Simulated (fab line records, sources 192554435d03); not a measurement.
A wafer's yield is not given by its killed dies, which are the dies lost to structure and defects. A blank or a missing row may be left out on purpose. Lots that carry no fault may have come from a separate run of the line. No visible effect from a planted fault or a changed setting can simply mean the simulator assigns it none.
A lot that was struck, set against a sound lot | flow n5 finfet | 14 out of 1938 route steps
Sound: these wafers, L318.1, L318.3, L318.5. Struck: wafers L317.3, L317.4, L317.6. Last of all comes the cause.
At each step with rows: each side's tool, then ch and its chambers, then its first start. Under that, the readings that differ: sound wafers | struck wafers | difference of the means | sigmas: that difference in standard deviations of wafers without a fault.
alike: readings with means less than 2 such deviations apart, plus words and numbers identical on both sides. not compared: withheld readings, readings lacking a value on some wafer, bounds such as >300 that could conceal the same value, and numbers that have no deviation in the record and whose values overlap.
The two part at a step that has a row with sigmas, a row that says differs or no value, or rows on one side only. Non-overlapping numbers with no deviation appear without sigmas and do not part them. A reading that every wafer of one side lacks parts them only if that side has two wafers or more.

first, 2 steps without rows for these wafers: N5_DUMMY_REMOVAL_SRD_05 (time 30 s); N5_HKMG_FIN_IL_REGROW_00 (material SiO2, chemistry O3, target thk 0.75 nm, time 30 s).
N5_HKMG_FIN_HK_ALD_01: deposits HfO2, target thk 1.6 nm, pulse time 3 s, purge time 3 s.
  sound on ald hk-02 ch 1,3, day 8 17:50; struck on ald hk-01 ch 1,3, day 8 10:13
  alike: precursor pulse height rel
  not compared: since wet clean h
N5_HKMG_FIN_HK_ANNEAL_02: time 30 s.
  sound on rtp anneal-01 ch 0, day 8 18:13; struck on rtp anneal-02 ch 0, day 8 10:28
  alike: lamp power pct, wafer_temp_C_max
N5_HKMG_FIN_ALD_74: deposits La2O3, target thk 0.5 nm, pulse time 6 s, co reactant pulse time 1 s.
  sound on ald hk-03 ch 1,2, day 8 18:26; struck on ald hk-03 ch 1,2,3, day 8 10:37
  alike: heater power w, precursor pulse height rel
  not compared: since wet clean h
N5_HKMG_FIN_ALD_75: deposits Al2O3, target thk 1 nm, co reactant pulse time 1 s.
  sound on ald hk-03 ch 1,2, day 8 18:31; struck on ald hk-03 ch 1,2,3, day 8 10:41
  alike: heater power w, precursor pulse height rel
then, 6 steps without rows for these wafers: N5_HKMG_FIN_COAT_41 (time 60 s, resist thk 300 nm); N5_HKMG_FIN_COAT_42 (time 60 s, resist thk 35 nm); N5_HKMG_FIN_COAT_43 (resist thk 90 nm); N5_HKMG_FIN_EBR_45; N5_HKMG_FIN_SOFTBAKE_44 (time 60 s); N5_HKMG_FIN_EXPOSE_46 (exposes mask NDIPOLE).
N5_HKMG_FIN_PEB_47: peb time 60 s.
  sound on litho track-05 ch 0, day 8 18:55; struck on litho track-04, day 8 11:05
  no value came back on the struck wafers for chill plate temp C (C), exhaust pa (Pa), resist line temp C (C); on the sound wafers chill plate temp C (C) reads 22.88 22.92 22.99
then, 1 step without rows for these wafers: N5_HKMG_FIN_DEVELOP_48 (develop time 30 s).

== WHERE THEY PART ==
N5_HKMG_FIN_PEB_47 only, going by this record.

WHY: the cause the simulator had injected
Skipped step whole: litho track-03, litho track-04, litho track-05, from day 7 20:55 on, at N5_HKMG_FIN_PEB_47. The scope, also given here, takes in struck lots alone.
